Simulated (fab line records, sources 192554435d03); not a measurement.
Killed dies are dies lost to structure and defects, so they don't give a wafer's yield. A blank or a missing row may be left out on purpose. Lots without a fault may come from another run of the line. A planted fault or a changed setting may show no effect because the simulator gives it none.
One fault seen from 2 desks | flow n5_finfet | each desk has only its own numbers; what lay behind them comes last

THE TOOL OWNER'S DESK: cvd_w-02
The tool's own readings at N5_MOL_CONTACT_COAG_CVD_140 (deposits W, target thk 66.5 nm, time 215 s): means of the sampled wafers that have a number, for each lot that ran on this tool. A lot is out of limits, marked OUT, if its mean lies more than 4 standard deviations from the usual mean; the brackets give that distance.
Columns: A = heater_power_w at N5_MOL_CONTACT_COAG_CVD_140, usual 506 W; B = run_length_s at N5_MOL_CONTACT_COAG_CVD_140, usual 285.5 s
lot  | first seen here | A   | B
L929 | day 5 22:50     | 515 | 285.2
L930 | day 6 03:30     | 491 | 284.7
L931 | day 6 11:13     | 488 | 313.6 (+36) OUT
L932 | day 6 14:36     | 468 | 371.1 (+99 or more) OUT
L933 | day 7 00:19     | 512 | 328.5 (+55) OUT
L945 | day 10 01:41    | 521 | 285.4
L946 | day 10 07:59    | 518 | 285.4
This desk's finding: out of limits on L931, L932, L933; first on L931, day 6 11:13 (run_length_s at N5_MOL_CONTACT_COAG_CVD_140). In limits: L929, L930, L945, L946.

THE METROLOGY DESK
What the gauges read, lot by lot, whatever tool the lot ran on: means of the sampled wafers that have a number. A lot is out of limits, marked OUT, if its mean lies more than 4 standard deviations from the usual mean; the brackets give that distance. Of its 10 readings 7 are shown: those that lie furthest out on some lot.
Columns: A = DIBL_P at N5_BEOL_M4_RC_MEAS_101, usual 36.2 mV/V; B = IOFF_N at N5_BEOL_M4_RC_MEAS_101, usual 0.160 nA/um; C = IOFF_P at N5_BEOL_M4_RC_MEAS_101, usual 0.211 nA/um; D = ION_P at N5_BEOL_M4_RC_MEAS_101, usual 463 uA/um; E = SS_N at N5_BEOL_M4_RC_MEAS_101, usual 71.4 mV/dec; F = SS_P at N5_BEOL_M4_RC_MEAS_101, usual 73.3 mV/dec; G = VT_P at N5_BEOL_M4_RC_MEAS_101, usual -250.1 mV
lot  | first seen here | A    | B     | C     | D   | E    | F    | G
L929 | day 8 15:43     | 37.2 | 0.168 | 0.227 | 466 | 71.4 | 74.1 | -246.5
L930 | day 8 21:04     | 37.6 | 0.180 | 0.200 | 463 | 71.1 | 72.6 | -252.1
L931 | day 9 00:44     | 36.3 | 0.152 | 0.170 | 452 | 71.5 | 73.9 | -256.3
L932 | day 9 13:14     | 36.5 | 0.145 | 0.215 | 465 | 71.4 | 73.3 | -250.1
L933 | day 9 22:52     | 34.2 | 0.142 | 0.196 | 468 | 70.8 | 72.7 | -249.4
L945 | day 12 12:07    | 33.8 | 0.143 | 0.179 | 458 | 70.7 | 72.8 | -253.0
L944 | day 12 19:37    | 35.5 | 0.160 | 0.216 | 465 | 70.5 | 72.9 | -249.3
L946 | day 13 08:55    | 35.8 | 0.134 | 0.188 | 463 | 70.9 | 72.3 | -250.7
L947 | day 13 12:47    | 36.8 | 0.147 | 0.212 | 464 | 70.9 | 73.3 | -249.7
L949 | day 14 01:29    | 36.0 | 0.146 | 0.210 | 459 | 71.4 | 73.8 | -250.1
This desk's finding: nothing out of limits on any of the 10 lots.

PUT TOGETHER
The tool owner's desk could have raised an alarm at day 6 11:13, on L931, L932, L933.
The metrology desk saw nothing out of limits.
The metrology desk has L931, L932, L933 on record, within its limits.
Of the lots named, all ran N5_MOL_CONTACT_COAG_CVD_140 on cvd_w-02.

WHAT THE SIMULATOR HAD PUT IN
Process parameter drift: cvd_w-02, from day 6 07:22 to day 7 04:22, at N5_MOL_CONTACT_COAG_CVD_140. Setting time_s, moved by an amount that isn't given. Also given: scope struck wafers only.
Lots struck among those shown: L931, L932, L933.
Hours from the fault's start to each desk's first reading out of limits: the tool owner's desk, 4.
